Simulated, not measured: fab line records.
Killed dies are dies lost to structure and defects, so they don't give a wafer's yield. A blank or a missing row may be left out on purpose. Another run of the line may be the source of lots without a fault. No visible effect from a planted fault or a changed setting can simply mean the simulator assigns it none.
Lot-split experiment :: flow n5 finfet :: route with 1938 steps; 7 lots, 21 wafers read

SPLIT DETAILS
At N5_BEOL_M0_SAQP_ETCH_88 (etches underlayer in N2/H2, target depth 6.5 nm, time 5.2 s), the setting source w was moved away from the recipe's 840 W on 5 of the 21 wafers read, by -13.2% to +13.1%. For the rest of the wafers, this setting stayed at what the recipe calls for.

The reading comes from the split's own step.

THE READING
rf vpp V, in V, at N5_BEOL_M0_SAQP_ETCH_88 (etches underlayer in N2/H2, target depth 6.5 nm, time 5.2 s). Fault-free wafers of this fab line usually give 523 V, standard deviation 3 V.

wafer: L078.2
tool, chamber at the split: rie diel-02, 1
source w as run, W: 905.9
against the recipe: +7.8%
rf vpp V, V: 508
against lot-mates on the recipe: -16

wafer: L078.3
tool, chamber at the split: rie diel-02, 2
source w as run, W: 840
against the recipe: recipe
rf vpp V, V: 525
against lot-mates on the recipe: -

wafer: L078.6
tool, chamber at the split: rie diel-02, 3
source w as run, W: 840
against the recipe: recipe
rf vpp V, V: 523
against lot-mates on the recipe: -

wafer: L079.1
tool, chamber at the split: rie diel-02, 1
source w as run, W: 840
against the recipe: recipe
rf vpp V, V: 523
against lot-mates on the recipe: -

wafer: L079.3
tool, chamber at the split: rie diel-02, 0
source w as run, W: 840
against the recipe: recipe
rf vpp V, V: 518
against lot-mates on the recipe: -

wafer: L079.4
tool, chamber at the split: rie diel-02, 3
source w as run, W: 840
against the recipe: recipe
rf vpp V, V: 523
against lot-mates on the recipe: -

wafer: L084.3
tool, chamber at the split: rie diel-04, 0
source w as run, W: 729.4
against the recipe: -13.2%
rf vpp V, V: 543
against lot-mates on the recipe: +21

wafer: L084.4
tool, chamber at the split: rie diel-04, 3
source w as run, W: 840
against the recipe: recipe
rf vpp V, V: 522
against lot-mates on the recipe: -

wafer: L084.5
tool, chamber at the split: rie diel-04, 1
source w as run, W: 729.4
against the recipe: -13.2%
rf vpp V, V: 548
against lot-mates on the recipe: +26

wafer: L085.3
tool, chamber at the split: rie diel-03, 2
source w as run, W: 840
against the recipe: recipe
rf vpp V, V: 525
against lot-mates on the recipe: -

wafer: L085.4
tool, chamber at the split: rie diel-03, 0
source w as run, W: 840
against the recipe: recipe
rf vpp V, V: 524
against lot-mates on the recipe: -

wafer: L085.5
tool, chamber at the split: rie diel-03, 3
source w as run, W: 840
against the recipe: recipe
rf vpp V, V: 528
against lot-mates on the recipe: -

wafer: L088.1
tool, chamber at the split: rie diel-02, 0
source w as run, W: 840
against the recipe: recipe
rf vpp V, V: 517
against lot-mates on the recipe: -

wafer: L088.3
tool, chamber at the split: rie diel-02, 3
source w as run, W: 840
against the recipe: recipe
rf vpp V, V: 523
against lot-mates on the recipe: -

wafer: L088.4
tool, chamber at the split: rie diel-02, 1
source w as run, W: 840
against the recipe: recipe
rf vpp V, V: 520
against lot-mates on the recipe: -

wafer: L091.2
tool, chamber at the split: rie diel-03, 2
source w as run, W: 950.4
against the recipe: +13.1%
rf vpp V, V: 503
against lot-mates on the recipe: -23

wafer: L091.3
tool, chamber at the split: rie diel-03, 3
source w as run, W: 950.4
against the recipe: +13.1%
rf vpp V, V: 506
against lot-mates on the recipe: -20

wafer: L091.6
tool, chamber at the split: rie diel-03, 2
source w as run, W: 840
against the recipe: recipe
rf vpp V, V: 526
against lot-mates on the recipe: -

wafer: L097.2
tool, chamber at the split: rie diel-03, 0
source w as run, W: 840
against the recipe: recipe
rf vpp V, V: 524
against lot-mates on the recipe: -

wafer: L097.3
tool, chamber at the split: rie diel-03, 3
source w as run, W: 840
against the recipe: recipe
rf vpp V, V: 527
against lot-mates on the recipe: -

wafer: L097.5
tool, chamber at the split: rie diel-03, 2
source w as run, W: 840
against the recipe: recipe
rf vpp V, V: 526
against lot-mates on the recipe: -

THE FIT
A straight line over all 21 wafers: rf vpp V changes by -1.59 V for each +1% of source w; r = -0.96; the points scatter about the line by 3 V.
The same after taking each lot's own level away (the mean of its wafers on the recipe; 21 wafers): -1.74 V for each +1%; r = -0.98; scatter 2 V.
On that fit, the largest move of source w shifts the reading by 23 V.
The lots' own levels span 520.0 to 526.0 V, that is 2.0 times the standard deviation above.
The two slopes are in agreement: the lot-to-lot level therefore moves the slope only a little.
Check: for one of the wafers moved furthest among these (-13.2%), held out of the fit, the line's prediction against its lot-mates is +23.8 V. It came out at +21 V against them.
Tool readings at the split's step, against how far the setting was moved: etch rf on time s r = -0.94; rf vpp V r = -0.96.

OTHER SPLITS ON THESE WAFERS
These wafers also went through other splits before the reading. Each is held against what the fit with the lots' levels taken away leaves over:
other split on the same wafers: N5_SD_EPI_N_ETCH_16 target depth a
wafers away from the commonest value: 5
r with rf vpp V (lot level and that fit taken away): -0.46

other split on the same wafers: N5_SD_EPI_N_EPI_21 temp c
wafers away from the commonest value: 5
r with rf vpp V (lot level and that fit taken away): +0.04

other split on the same wafers: N5_HKMG_FIN_ETCH_54 source w
wafers away from the commonest value: 6
r with rf vpp V (lot level and that fit taken away): -0.38

other split on the same wafers: N5_HKMG_FIN_ETCH_55 bias w
wafers away from the commonest value: 7
r with rf vpp V (lot level and that fit taken away): -0.06

other split on the same wafers: N5_GATE_CUT_ALD_22 ald cycles
wafers away from the commonest value: 9
r with rf vpp V (lot level and that fit taken away): -0.20

other split on the same wafers: N5_GATE_CUT_CMP_23 platen rpm
wafers away from the commonest value: 9
r with rf vpp V (lot level and that fit taken away): -0.07

other split on the same wafers: N5_MOL_CONTACT_COAG_SPUTTER_130 power w
wafers away from the commonest value: 7
r with rf vpp V (lot level and that fit taken away): -0.45

other split on the same wafers: N5_MOL_CONTACT_COAG_PECVD_31 temp c
wafers away from the commonest value: 12
r with rf vpp V (lot level and that fit taken away): -0.29

other split on the same wafers: N5_MOL_CONTACT_COAG_VIA_ETCH_117 bias w
wafers away from the commonest value: 3
r with rf vpp V (lot level and that fit taken away): -0.24

other split on the same wafers: N5_MOL_CONTACT_COAG_ETCH_124 bias w
wafers away from the commonest value: 8
r with rf vpp V (lot level and that fit taken away): +0.17

THE WHOLE CHAIN: every reading that the file lists as answering this split, in the file's order
step: N5_BEOL_M0_SAQP_ETCH_88
what it does: etches underlayer in N2/H2, target depth 6.5 nm, time 5.2 s
reading: etch rf on time s
change (the file's fit): withheld for each +1% of the setting
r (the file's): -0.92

step: N5_BEOL_M0_SAQP_ETCH_88
what it does: etches underlayer in N2/H2, target depth 6.5 nm, time 5.2 s
reading: rf vpp V
change (the file's fit): -1.75 V for each +1% of the setting
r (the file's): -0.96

FILE'S OWN FIT
rf vpp V changes by -1.75 V for each +1% of source w, r = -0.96.
